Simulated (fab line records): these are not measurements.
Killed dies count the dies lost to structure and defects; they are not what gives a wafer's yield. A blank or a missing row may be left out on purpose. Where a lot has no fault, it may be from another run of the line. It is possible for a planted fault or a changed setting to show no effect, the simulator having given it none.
Problem report in the 8D (eight disciplines) form, filled by code | flow n5_finfet | the parts of the form that need people (team, actions taken, sign-off) are left out

== 1. WHAT IS WRONG ==
IOFF_N at N5_BEOL_M4_RC_MEAS_101 reads a mean of 0.327 nA/um on 6 wafers of 2 lots; wafers without a fault read 0.152 nA/um with a standard deviation of 0.027. Relative to the usual mean, that is a shift of +6.5 standard deviations.
The first sign was on wafer L229.2 at day 12 11:35, on prober-01. Wafers with a number at this step in the record: 12, from 4 lots. The rule behind "out" and "out of limits": a value lying over 4 standard deviations away from the usual mean. The other wafers with a number count as sound.

== 2. WHAT THIS IS AND IS NOT ==
question                    | is                                                    | is not
which readings at this step | IOFF_N, DIBL_N, IOFF_N_85C, IOFF_N_LIN, ION_N, REXT_N | DIBL_P
which lots                  | L228, L229                                            | L217, L224
which wafers of those lots  | all that have a number                                | -
read on which gauges        | prober-01, prober-02                                  | -
when                        | from day 12 11:35                                     | up to then (6 sound wafers)

== 3. SUSPECTS, AND WHAT RULES EACH OUT ==
Counting: a tool at any process step up to the reading remains a suspect when it ran all the lots that are out and ran no sound lot after the first of those.
- ruled out: the gauge at N5_BEOL_M4_RC_MEAS_101. Those wafers that are out were read across 2 gauges (prober-01, prober-02).
- rtp_anneal-02 at N5_SD_ACTIVATION_RTA_00 (time 0 s): kept. It ran every lot that is out, first L228 (day 7 23:10), and no sound lot after that; its last sound lot up to then is L224 (day 7 01:56). Its own lamp_power_pct, lamp_zone_1_pct, lamp_zone_2_pct, lamp_zone_3_pct, lamp_zone_4_pct, lamp_zone_5_pct, lamp_zone_6_pct, lamp_zone_7_pct readings are out on those wafers.
The count leaves rtp_anneal-02 at N5_SD_ACTIVATION_RTA_00.

== 4. THE CAUSE (what the simulator had put in) ==
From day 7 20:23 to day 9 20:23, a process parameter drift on rtp_anneal-02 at N5_SD_ACTIVATION_RTA_00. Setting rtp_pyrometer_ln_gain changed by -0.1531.
Counting left only this tool.

== 5. THE EFFECT CHAIN, in route order ==
Each row: a reading whose mean over the struck wafers that have a number lies more than 3 standard deviations from the usual. Readings are gone through only where the record gives a usual standard deviation; hours: the median, over the lots, of the time from a lot's start at the first step in this table giving one to that lot's start at this step; sigmas: the change measured in usual standard deviations.
hours | step                    | reading         | usual       | on struck wafers | change | sigmas
0     | N5_SD_ACTIVATION_RTA_00 | lamp_power_pct  | 8.95 %      | 9.29             | +0.34  | +6.9
0     | N5_SD_ACTIVATION_RTA_00 | lamp_zone_1_pct | 8.955 %     | 9.268            | +0.313 | +12
0     | N5_SD_ACTIVATION_RTA_00 | lamp_zone_2_pct | 8.951 %     | 9.272            | +0.321 | +14
0     | N5_SD_ACTIVATION_RTA_00 | lamp_zone_3_pct | 8.951 %     | 9.255            | +0.304 | +12
0     | N5_SD_ACTIVATION_RTA_00 | lamp_zone_4_pct | 8.954 %     | 9.265            | +0.311 | +12
0     | N5_SD_ACTIVATION_RTA_00 | lamp_zone_5_pct | 8.950 %     | 9.257            | +0.307 | +13
0     | N5_SD_ACTIVATION_RTA_00 | lamp_zone_6_pct | 8.879 %     | 9.193            | +0.314 | +13
0     | N5_SD_ACTIVATION_RTA_00 | lamp_zone_7_pct | 9.351 %     | 9.680            | +0.329 | +13
108   | N5_BEOL_M4_RC_MEAS_101  | DIBL_N          | 35.7 mV/V   | 43.7             | +8.0   | +6.1
108   | N5_BEOL_M4_RC_MEAS_101  | IOFF_N          | 0.152 nA/um | 0.327            | +0.175 | +6.5
108   | N5_BEOL_M4_RC_MEAS_101  | IOFF_N_85C      | 3.0 nA/um   | 5.7              | +2.7   | +6.0
108   | N5_BEOL_M4_RC_MEAS_101  | IOFF_N_LIN      | 0.071 nA/um | 0.129            | +0.058 | +5.8
108   | N5_BEOL_M4_RC_MEAS_101  | ION_N           | 672 uA/um   | 725              | +53    | +5.4
108   | N5_BEOL_M4_RC_MEAS_101  | REXT_N          | 74.7 ohm.um | 66.7             | -8.0   | -5.4
108   | N5_BEOL_M4_RC_MEAS_101  | VT_N            | 251 mV      | 239              | -12    | -3.7
108   | N5_BEOL_M4_RC_MEAS_101  | VT_N_LVT        | 100 mV      | 89               | -11    | -3.3
Here are the process steps it includes:
- N5_SD_ACTIVATION_RTA_00: time 0 s.

== 6. HOW IT WOULD HAVE BEEN CAUGHT EARLIER ==
Counted from the fault's start at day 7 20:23, it took 111 hours until the first out-of-limits reading at a measuring or inspecting step in this record, taken at day 12 11:35.
The tool's own readings at N5_SD_ACTIVATION_RTA_00 were out on every struck wafer that the step has a row for (lamp_power_pct, lamp_zone_1_pct, lamp_zone_2_pct, lamp_zone_3_pct, lamp_zone_4_pct, lamp_zone_5_pct, lamp_zone_6_pct, lamp_zone_7_pct): an alarm limit on them would have fired on the first of those.
All the lots that are out (2) had begun N5_SD_ACTIVATION_RTA_00 on rtp_anneal-02 by day 12 11:35. Tool hold at that time: it would have spared none of them.
